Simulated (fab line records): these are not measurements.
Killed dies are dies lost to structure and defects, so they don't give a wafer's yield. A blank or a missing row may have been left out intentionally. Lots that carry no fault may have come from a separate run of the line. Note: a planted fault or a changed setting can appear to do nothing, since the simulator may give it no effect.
One fault through the eyes of 2 desks	flow n5 finfet	every desk sees just its own numbers, and what lay behind them comes last

## AT THE METROLOGY DESK
Lot by lot, what the gauges showed, no matter which tool ran the lot: averages of those sampled wafers that carry a number. Any lot whose mean is over 4 standard deviations away from the usual mean is out of limits and marked OUT; that distance is given in the brackets. 7 of its 12 readings are shown, namely those furthest out on some lot.
Columns: A = cd nm at N5_FIN_SAQP_CD_MEAS_16, usual 35.7 nm; B = DIBL_N at N5_BEOL_M4_RC_MEAS_101, usual 36.5 mV/V; C = DIBL_P at N5_BEOL_M4_RC_MEAS_101, usual 36.5 mV/V; D = IOFF_P at N5_BEOL_M4_RC_MEAS_101, usual 0.22 nA/um; E = ION_N at N5_BEOL_M4_RC_MEAS_101, usual 677 uA/um; F = ION_P at N5_BEOL_M4_RC_MEAS_101, usual 463 uA/um; G = VT_P at N5_BEOL_M4_RC_MEAS_101, usual -250 mV
lot	first seen here	A	B	C	D	E	F	G
L753	day 2 09:05	36.0	35.6	37.6	0.19	679	459	-253
L754	day 2 16:05	35.6	38.5	38.8	0.21	682	460	-253
L756	day 3 02:56	36.0	36.4	36.2	0.22	685	471	-247
L760	day 4 05:07	35.3	35.4	35.6	0.23	672	466	-247
L761	day 4 09:41	35.6	37.3	35.8	0.21	675	453	-251
L764	day 5 03:16	36.9	36.5	36.8	0.20	678	463	-253
L766	day 5 15:46	36.4	37.7	37.9	0.21	681	461	-252
L769	day 6 09:46	36.4	37.4	37.5	0.22	673	463	-250
L770	day 6 15:05	36.0	36.7	37.5	0.29	691	478	-242
L773	day 7 09:55	35.6	37.0	37.6	0.25	681	471	-246
This desk's verdict: no lot among the 10 shows anything out of limits.

## TOOL OWNER'S DESK, litho track-05
The tool's own readings at N5_FIN_SAQP_PEB_14 (peb time 60 s): means of the sampled wafers that have a number, for each lot that ran on this tool. Any lot whose mean is over 4 standard deviations away from the usual mean is out of limits and marked OUT; that distance is given in the brackets.
Columns: A = resist line temp C at N5_FIN_SAQP_PEB_14, usual 23.02 C
lot	first seen here	A
L756	day 3 03:14	23.07
L764	day 5 03:33	23.07
L766	day 5 16:13	22.90
L769	day 6 10:04	22.97
This desk's verdict: no lot among the 4 shows anything out of limits.

## PUT TOGETHER
Nothing out of limits was seen by the metrology desk.
The tool owner's desk saw nothing out of limits.

## WHAT THE SIMULATOR PUT IN
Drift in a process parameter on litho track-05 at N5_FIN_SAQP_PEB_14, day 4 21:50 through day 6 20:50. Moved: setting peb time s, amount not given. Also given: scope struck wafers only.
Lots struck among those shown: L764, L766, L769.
